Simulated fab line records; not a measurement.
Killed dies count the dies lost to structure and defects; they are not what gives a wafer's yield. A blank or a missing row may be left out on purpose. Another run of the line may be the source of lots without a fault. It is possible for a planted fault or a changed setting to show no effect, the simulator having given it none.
Matching of chambers / flow n5-finfet / cvd-co-01 running N5_BEOL_M2_CO_CAP_55: 3 sister chambers
The step material Co, precursor CCTBA/H2, target thk 2 nm, time 102.1 s. 24 wafers are shown with their chamber, then 12 later ones without.

WAFERS PAIRED WITH THEIR CHAMBERS
wafer=L074.1; chamber=0; heater-power-w (W)=243; chamber-pressure-Torr (Torr)=29.98
wafer=L074.4; chamber=1; heater-power-w (W)=208; chamber-pressure-Torr (Torr)=30.00
wafer=L074.5; chamber=0; heater-power-w (W)=238; chamber-pressure-Torr (Torr)=30.11
wafer=L078.1; chamber=2; heater-power-w (W)=243; chamber-pressure-Torr (Torr)=29.96
wafer=L078.3; chamber=1; heater-power-w (W)=210; chamber-pressure-Torr (Torr)=29.88
wafer=L078.6; chamber=0; heater-power-w (W)=238; chamber-pressure-Torr (Torr)=30.11
wafer=L082.2; chamber=1; heater-power-w (W)=216; chamber-pressure-Torr (Torr)=30.00
wafer=L082.3; chamber=2; heater-power-w (W)=244; chamber-pressure-Torr (Torr)=30.01
wafer=L082.6; chamber=0; heater-power-w (W)=244; chamber-pressure-Torr (Torr)=30.01
wafer=L085.3; chamber=0; heater-power-w (W)=243; chamber-pressure-Torr (Torr)=30.04
wafer=L085.5; chamber=1; heater-power-w (W)=211; chamber-pressure-Torr (Torr)=30.03
wafer=L085.6; chamber=2; heater-power-w (W)=249; chamber-pressure-Torr (Torr)=29.99
wafer=L086.1; chamber=0; heater-power-w (W)=237; chamber-pressure-Torr (Torr)=29.93
wafer=L086.2; chamber=1; heater-power-w (W)=213; chamber-pressure-Torr (Torr)=30.01
wafer=L086.6; chamber=2; heater-power-w (W)=241; chamber-pressure-Torr (Torr)=30.04
wafer=L088.1; chamber=2; heater-power-w (W)=246; chamber-pressure-Torr (Torr)=29.99
wafer=L088.2; chamber=1; heater-power-w (W)=212; chamber-pressure-Torr (Torr)=29.90
wafer=L088.3; chamber=0; heater-power-w (W)=244; chamber-pressure-Torr (Torr)=29.92
wafer=L088.4; chamber=2; heater-power-w (W)=251; chamber-pressure-Torr (Torr)=29.90
wafer=L088.5; chamber=0; heater-power-w (W)=236; chamber-pressure-Torr (Torr)=29.97
wafer=L088.6; chamber=1; heater-power-w (W)=210; chamber-pressure-Torr (Torr)=30.02
wafer=L089.2; chamber=1; heater-power-w (W)=208; chamber-pressure-Torr (Torr)=30.01
wafer=L089.4; chamber=0; heater-power-w (W)=241; chamber-pressure-Torr (Torr)=29.99
wafer=L089.6; chamber=1; heater-power-w (W)=213; chamber-pressure-Torr (Torr)=29.98

SIGNATURES, as means of the wafers listed above
reading=heater-power-w; chamber 0=240.44; chamber 1=211.22; chamber 2=245.67; scatter within a chamber=3.14
reading=chamber-pressure-Torr; chamber 0=30.0067; chamber 1=29.9811; chamber 2=29.9817; scatter within a chamber=0.0589
Rule: a wafer's distance from a chamber is the root of the sum, over the readings, of the square of ((its reading less the chamber's mean) divided by the reading's scatter). If the next closest chamber is less than 2 further off than the closest, the wafer can't be placed; otherwise it belongs to the closest. The scatter: the root of (the sum of the squares of (reading less its chamber's mean) over the shown wafers, divided by (wafers less chambers)).

WAFERS WITHOUT THEIR CHAMBER
wafer=L090.2; heater-power-w (W)=242; chamber-pressure-Torr (Torr)=29.92
wafer=L090.3; heater-power-w (W)=240; chamber-pressure-Torr (Torr)=30.11
wafer=L090.5; heater-power-w (W)=213; chamber-pressure-Torr (Torr)=30.02
wafer=L092.1; heater-power-w (W)=239; chamber-pressure-Torr (Torr)=30.15
wafer=L092.2; heater-power-w (W)=244; chamber-pressure-Torr (Torr)=30.08
wafer=L092.5; heater-power-w (W)=250; chamber-pressure-Torr (Torr)=29.93
wafer=L094.1; heater-power-w (W)=244; chamber-pressure-Torr (Torr)=29.92
wafer=L094.3; heater-power-w (W)=215; chamber-pressure-Torr (Torr)=30.03
wafer=L094.5; heater-power-w (W)=249; chamber-pressure-Torr (Torr)=29.91
wafer=L095.2; heater-power-w (W)=209; chamber-pressure-Torr (Torr)=30.03
wafer=L095.3; heater-power-w (W)=242; chamber-pressure-Torr (Torr)=30.13
wafer=L095.4; heater-power-w (W)=211; chamber-pressure-Torr (Torr)=30.00

EACH ONE'S CHAMBER
wafer=L090.2; from the rows above=can't be placed: 0 or 2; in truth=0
wafer=L090.3; from the rows above=can't be placed: 0 or 2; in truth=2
wafer=L090.5; from the rows above=1; in truth=1
wafer=L092.1; from the rows above=can't be placed: 0 or 2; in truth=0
wafer=L092.2; from the rows above=can't be placed: 0 or 2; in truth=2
wafer=L092.5; from the rows above=can't be placed: 2 or 0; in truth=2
wafer=L094.1; from the rows above=can't be placed: 2 or 0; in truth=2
wafer=L094.3; from the rows above=1; in truth=1
wafer=L094.5; from the rows above=can't be placed: 2 or 0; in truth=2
wafer=L095.2; from the rows above=1; in truth=1
wafer=L095.3; from the rows above=can't be placed: 0 or 2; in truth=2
wafer=L095.4; from the rows above=1; in truth=1
Placed correctly: 4 of 12. These rows do not allow placing 8 (true chamber among the candidates in 8). Wrongly placed: 0.
